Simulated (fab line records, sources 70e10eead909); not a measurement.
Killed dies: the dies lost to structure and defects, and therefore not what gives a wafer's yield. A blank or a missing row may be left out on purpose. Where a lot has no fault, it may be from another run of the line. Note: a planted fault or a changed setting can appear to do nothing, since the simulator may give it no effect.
Which tool did it? -- flow nand_harc -- Sampling: 9 lots, 27 wafers, 6 of 1302 route steps

WHAT EACH GAUGE READ, for each wafer
NHARC_END_WLT_00.
lot,measured,on,VT_DECK1_BOTTOM,VT_DECK1_BOTTOM_INNER,VT_DECK1_MEDIAN_NEAR_BOTTOM,VT_DECK1_MEDIAN_NEAR_BOTTOM_INNER,VT_DECK1_MIDDLE,VT_DECK1_MIDDLE_INNER,VT_DECK1_TOP,VT_DECK1_TOP_INNER,VT_DECK2_BOTTOM,VT_DECK2_BOTTOM_INNER,VT_DECK2_MEDIAN_NEAR_BOTTOM,VT_DECK2_MEDIAN_NEAR_BOTTOM_INNER,VT_DECK2_MIDDLE,VT_DECK2_MIDDLE_INNER,VT_DECK2_TOP,VT_DECK2_TOP_INNER
L353,day 25 16:56,prober-01,0.870 0.860 0.876,0.872 0.857 0.863,0.868 0.861 0.869,0.863 0.863 0.864,0.878 0.880 0.866,0.880 0.873 0.885,0.890 0.889 0.900,0.885 0.889 0.897,0.862 0.876 0.868,0.864 0.871 0.870,0.866 0.880 0.872,0.867 0.875 0.869,0.883 0.879 0.885,0.880 0.882 0.885,0.888 0.890 0.891,0.891 0.892 0.889
L358,day 27 13:05,prober-02,0.872 0.873 0.867,0.868 0.868 0.874,0.864 0.862 0.867,0.866 0.863 0.863,0.882 0.888 0.879,0.880 0.878 0.884,0.892 0.894 0.889,0.899 0.896 0.894,0.891 0.879 0.883,0.889 0.881 0.877,0.880 0.884 0.882,0.883 0.887 0.888,0.892 0.890 0.885,0.894 0.888 0.893,0.897 0.904 0.903,0.901 0.908 0.896
L360,day 28 20:05,prober-02,0.883 0.869 0.862,0.872 0.875 0.867,0.874 0.864 0.876,0.882 0.870 0.874,0.892 0.883 0.886,0.891 0.879 0.887,0.896 0.898 0.906,0.900 0.895 0.906,0.870 0.862 0.876,0.870 0.866 0.872,0.862 0.860 0.874,0.873 0.868 0.879,0.879 0.876 0.888,0.876 0.875 0.880,0.887 0.890 0.898,0.893 0.887 0.895
L361,day 28 16:50,prober-01,0.878 0.882 0.892,0.875 0.873 0.888,0.883 0.885 0.885,0.887 0.881 0.888,0.891 0.884 0.895,0.891 0.889 0.893,0.904 0.901 0.906,0.896 0.906 0.900,0.863 0.873 0.858,0.862 0.866 0.855,0.871 0.864 0.858,0.864 0.867 0.862,0.877 0.878 0.880,0.893 0.883 0.881,0.898 0.898 0.898,0.895 0.887 0.889
L364,day 29 19:16,prober-02,0.878 0.880 0.881,0.874 0.881 0.889,0.879 0.882 0.878,0.873 0.880 0.880,0.888 0.885 0.894,0.889 0.890 0.891,0.895 0.894 0.901,0.893 0.893 0.896,0.860 0.862 0.867,0.861 0.860 0.863,0.862 0.868 0.859,0.860 0.865 0.871,0.878 0.881 0.867,0.868 0.869 0.875,0.893 0.890 0.895,0.887 0.894 0.886
L368,day 32 04:26,prober-01,0.947 0.939 0.930 0.938 0.940 0.934,0.935 0.938 0.930 0.949 0.934 0.924,0.942 0.944 0.931 0.944 0.944 0.929,0.945 0.939 0.925 0.947 0.942 0.925,0.967 0.958 0.958 0.961 0.955 0.961,0.958 0.953 0.953 0.959 0.956 0.956,0.977 0.967 0.976 0.974 0.982 0.981,0.967 0.980 0.972 0.973 0.964 0.982,0.881 0.876 0.866 0.876 0.870 0.880,0.875 0.872 0.872 0.877 0.874 0.872,0.870 0.874 0.883 0.867 0.876 0.881,0.869 0.868 0.881 0.882 0.870 0.866,0.885 0.887 0.888 0.885 0.885 0.888,0.889 0.888 0.885 0.883 0.888 0.884,0.893 0.897 0.902 0.896 0.899 0.904,0.889 0.899 0.896 0.903 0.905 0.896
L369,day 32 14:48,prober-01,0.929 0.934 0.933 0.938 0.927 0.939,0.941 0.923 0.932 0.934 0.938 0.940,0.947 0.938 0.941 0.929 0.929 0.949,0.931 0.928 0.939 0.928 0.934 0.938,0.964 0.956 0.958 0.954 0.954 0.964,0.956 0.953 0.958 0.956 0.962 0.956,0.978 0.971 0.978 0.979 0.978 0.985,0.962 0.971 0.983 0.968 0.978 0.980,0.872 0.877 0.866 0.863 0.885 0.874,0.866 0.879 0.868 0.870 0.885 0.877,0.871 0.884 0.877 0.881 0.874 0.872,0.872 0.874 0.874 0.877 0.879 0.876,0.896 0.893 0.891 0.879 0.896 0.894,0.888 0.886 0.885 0.901 0.886 0.883,0.902 0.906 0.902 0.893 0.901 0.895,0.892 0.903 0.913 0.898 0.900 0.894
L371,day 33 09:45,prober-02,0.934 0.925 0.932 0.937 0.931 0.921,0.939 0.924 0.921 0.936 0.923 0.920,0.936 0.936 0.927 0.934 0.915 0.927,0.941 0.938 0.932 0.933 0.932 0.923,0.946 0.951 0.939 0.956 0.952 0.949,0.955 0.942 0.955 0.955 0.950 0.949,0.968 0.963 0.964 0.963 0.969 0.975,0.972 0.969 0.966 0.962 0.966 0.971,0.862 0.863 0.871 0.861 0.867 0.881,0.860 0.867 0.868 0.860 0.868 0.871,0.864 0.863 0.870 0.859 0.862 0.875,0.863 0.875 0.874 0.860 0.868 0.871,0.873 0.883 0.877 0.878 0.877 0.882,0.887 0.870 0.875 0.874 0.886 0.874,0.889 0.888 0.890 0.886 0.891 0.896,0.895 0.883 0.891 0.894 0.887 0.893
L372,day 34 00:26,prober-01,0.871 0.882 0.882,0.876 0.866 0.875,0.880 0.876 0.882,0.882 0.872 0.889,0.893 0.880 0.887,0.890 0.887 0.894,0.907 0.902 0.893,0.899 0.897 0.902,0.874 0.874 0.875,0.877 0.875 0.875,0.877 0.874 0.879,0.871 0.876 0.878,0.892 0.891 0.886,0.878 0.885 0.884,0.903 0.905 0.904,0.900 0.899 0.902

NHARC_END_SORT_01.
lot,measured,on,killed_at_array,killed_at_other,killed_at_periphery,killed_dies,killed_open,killed_short
L353,day 25 20:14,prober-01,28 57 52,0 0 0,8 2 0,36 59 52,3 2 4,5 2 1
L358,day 27 16:05,prober-02,61 62 50,3 4 4,3 3 1,67 69 55,3 1 5,3 2 1
L360,day 28 23:06,prober-02,72 54 59,1 2 1,10 6 13,83 62 73,5 0 7,4 2 5
L361,day 28 19:52,prober-01,37 46 31,1 0 0,5 1 2,43 47 33,6 4 5,4 3 1
L364,day 29 22:18,prober-02,58 64 58,2 1 3,4 6 1,64 71 62,2 3 1,7 3 0
L368,day 32 20:15,prober-01,36 48 58,1 1 0,7 6 4,44 55 62,1 2 2,4 2 0
L369,day 33 04:42,prober-01,53 52 30,1 1 0,3 3 8,57 56 38,3 2 4,1 0 3
L371,day 33 23:46,prober-02,31 37 38,3 1 1,2 1 4,36 39 43,3 3 4,0 4 4
L372,day 34 03:25,prober-01,67 56 52,0 0 0,7 7 8,74 63 60,4 3 6,5 4 5

WHICH TOOL RAN EACH LOT (tool, then ch and the chambers of the sampled wafers, then the start)
lot,NHARC_A_CHANNEL_HOLE_D1_ETCH_20,NHARC_A_CHANNEL_FILL_D1_ALD_14,NHARC_A_CHANNEL_FILL_D1_CVD_05,NHARC_A_DECK1_JOINT_ETCHBACK_07
L353,"har_etch-02 ch 0,1, day 10 06:51","ald_hk-04 ch 0,1,3, day 10 19:52","lpcvd_poly-04 ch 0, day 11 18:19","rie_si-03 ch 0,1,3, day 12 15:40"
L358,"har_etch-02 ch 0, day 12 05:26","ald_hk-02 ch 0,1,2, day 12 22:50","lpcvd_poly-02 ch 0, day 13 18:15","rie_si-03 ch 2,3, day 14 15:15"
L360,"har_etch-01 ch 0,1, day 13 04:52","ald_hk-02 ch 0,1,2, day 13 17:44","lpcvd_poly-01 ch 0, day 14 13:20","rie_si-03 ch 0,1,3, day 15 10:20"
L361,"har_etch-02 ch 0,1, day 13 06:38","ald_hk-04 ch 0,2,3, day 13 17:47","lpcvd_poly-01 ch 0, day 14 13:20","rie_si-01 ch 0,1, day 15 10:20"
L364,"har_etch-01 ch 0,1, day 14 16:37","ald_hk-02 ch 0,3, day 15 05:00","lpcvd_poly-02 ch 0, day 16 00:35","rie_si-03 ch 2,3, day 16 21:35"
L368,"har_etch-01 ch 0,1, day 16 08:40","ald_hk-04 ch 0,2,3, day 16 21:27","lpcvd_poly-01 ch 0, day 17 17:29","rie_si-04 ch 1,2,3, day 18 14:35"
L369,"har_etch-01 ch 0,1, day 16 21:35","ald_hk-02 ch 0,1,3, day 17 10:23","lpcvd_poly-01 ch 0, day 18 07:14","rie_si-01 ch 1,3, day 19 04:30"
L371,"har_etch-02 ch 0,1, day 17 18:36","ald_hk-04 ch 0,1,2, day 18 07:20","lpcvd_poly-01 ch 0, day 19 03:14","rie_si-04 ch 1,3, day 20 00:25"
L372,"har_etch-01 ch 0,1, day 18 05:35","ald_hk-02 ch 0,2,3, day 18 19:27","lpcvd_poly-04 ch 0, day 19 15:00","rie_si-04 ch 1,2,3, day 20 10:04"
- NHARC_A_CHANNEL_HOLE_D1_ETCH_20: etches the open film in C4F8/O2/Ar, time 361.9 s, target depth 1600 nm.
- NHARC_A_CHANNEL_FILL_D1_ALD_14: deposits SiO2, target thk 2.5 nm, pulse time 10 s, ald cycles 25.
- NHARC_A_CHANNEL_FILL_D1_CVD_05: deposits poly-Si, target thk 5 nm.
- NHARC_A_DECK1_JOINT_ETCHBACK_07: etches the open film in HBr, target depth 105 nm, time 26.9 s.

WHAT THE TOOLS THEMSELVES READ (means of the sampled wafers that have a number; where no wafer has one, the mark that the record gives instead)
NHARC_A_CHANNEL_HOLE_D1_ETCH_20.
lot,tool,drypump_motor_current_A (A),he_backside_leak_sccm (sccm),showerhead_plenum_p_Torr (Torr),throttle_valve_pct (%)
L353,har_etch-02,5.9,7.2,3.64,32.151
L358,har_etch-02,5.5,6.7,3.40,32.158
L360,har_etch-01,6.4,5.4,3.68,32.155
L361,har_etch-02,5.8,5.4,3.62,32.150
L364,har_etch-01,6.5,5.4,3.64,32.159
L368,har_etch-01,6.5,5.6,3.63,32.148
L369,har_etch-01,6.5,5.7,3.62,32.158
L371,har_etch-02,5.8,4.8,3.78,32.153
L372,har_etch-01,6.4,5.7,3.63,32.160

NHARC_A_CHANNEL_FILL_D1_ALD_14.
lot,tool,heater_power_w (W),precursor_pulse_height_rel,susceptor_temp_C (C)
L353,ald_hk-04,434,0.985,299.98
L358,ald_hk-02,441,1.004,300.03
L360,ald_hk-02,438,0.995,300.04
L361,ald_hk-04,437,1.014,300.01
L364,ald_hk-02,437,1.011,300.13
L368,ald_hk-04,444,0.991,300.09
L369,ald_hk-02,449,1.001,300.01
L371,ald_hk-04,446,1.014,299.87
L372,ald_hk-02,418,1.010,300.15

NHARC_A_CHANNEL_FILL_D1_CVD_05.
lot,tool,spike_tc_centre_C (C),spike_tc_lower_C (C),spike_tc_top_C (C),spike_tc_upper_C (C)
L353,lpcvd_poly-04,549.8,549.5,570.6,551.8
L358,lpcvd_poly-02,550.7,550.9,574.6,549.0
L360,lpcvd_poly-01,552.6,550.0,571.6,549.6
L361,lpcvd_poly-01,552.0,548.7,570.9,549.0
L364,lpcvd_poly-02,549.9,551.8,573.4,548.8
L368,lpcvd_poly-01,564.4,562.7,582.9,562.7
L369,lpcvd_poly-01,564.9,561.9,581.7,561.5
L371,lpcvd_poly-01,562.2,560.8,582.8,562.1
L372,lpcvd_poly-04,549.6,550.4,569.0,551.8

NHARC_A_DECK1_JOINT_ETCHBACK_07.
lot,tool,drypump_motor_current_A (A),hbr_flow_sccm (sccm),he_backside_leak_sccm (sccm),oes_product_au (a.u.),rf_fwd_power_W (W),throttle_valve_pct (%)
L353,rie_si-03,5.4,149.9,2.56,0.992,344.8,23.259
L358,rie_si-03,5.2,149.7,2.60,1.005,343.2,23.277
L360,rie_si-03,5.4,150.0,2.50,0.990,344.6,23.262
L361,rie_si-01,6.1,150.2,2.48,1.015,343.6,23.257
L364,rie_si-03,5.4,150.1,2.50,1.005,342.5,23.272
L368,rie_si-04,5.8,150.1,2.47,1.009,343.1,23.266
L369,rie_si-01,6.2,149.8,2.59,1.006,345.7,23.266
L371,rie_si-04,6.2,149.7,2.65,1.009,344.4,23.271
L372,rie_si-04,5.8,150.0,2.57,1.004,344.9,23.267

THE ANSWER, worked out from the rows above alone
Rule: usual is defined by the lots themselves. Put in order of their means at a reading, lots are off if they are a third of the lots or fewer, leave a main group of 4 or more, and stand apart from it by a gap of 3 or more times the standard deviation of the main group's means; of several such gaps the widest counts. Not used: any main group whose means are identical at the precision the tables above print for the reading. Also off: a lot with no number at a reading for which 4 or more lots have one. Any other lot the step has rows for is counted as sound. Order of review: gauges by route order, followed by the tools' own readings, for which a lot's mean as printed above is used. The first step at which some lot is off is used, and at that step the reading that is off furthest; a lot without a number counts as furthest.
Off: L368, L369, L371, seen at NHARC_END_WLT_00 (VT_DECK1_TOP_INNER). The main group has a mean of 0.897 with a standard deviation of 0.0037.
If a tool, at a process step before that reading, ran all the lots that are off and no sound lot after the first of them, it fits. The gauges at NHARC_END_WLT_00 aren't tried: what is off there is off at NHARC_A_CHANNEL_FILL_D1_CVD_05 too, on other tools, and a gauge's error can't cause that. One fits: lpcvd_poly-01 at NHARC_A_CHANNEL_FILL_D1_CVD_05. A fault onset in the window from L360 (day 14 13:20, its last sound lot) to L368 (day 17 17:29, its first lot off) fits.
The tool's own readings at NHARC_A_CHANNEL_FILL_D1_CVD_05 bear it out: on the lots that are off they differ by more than 5 times the standard deviation of the sound lots' means. spike_tc_centre_C reads 563.8 C there against 550.8 C on the sound lots; spike_tc_lower_C reads 561.8 C there against 550.2 C on the sound lots; spike_tc_top_C reads 582.5 C there against 571.7 C on the sound lots; spike_tc_upper_C reads 562.1 C there against 550.0 C on the sound lots.

WHAT THE SIMULATOR PUT IN
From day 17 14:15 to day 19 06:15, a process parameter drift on lpcvd_poly-01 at NHARC_A_CHANNEL_FILL_D1_CVD_05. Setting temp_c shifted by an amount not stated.
Struck lots among those shown: L368, L369, L371. The rule given above showed the same thing.
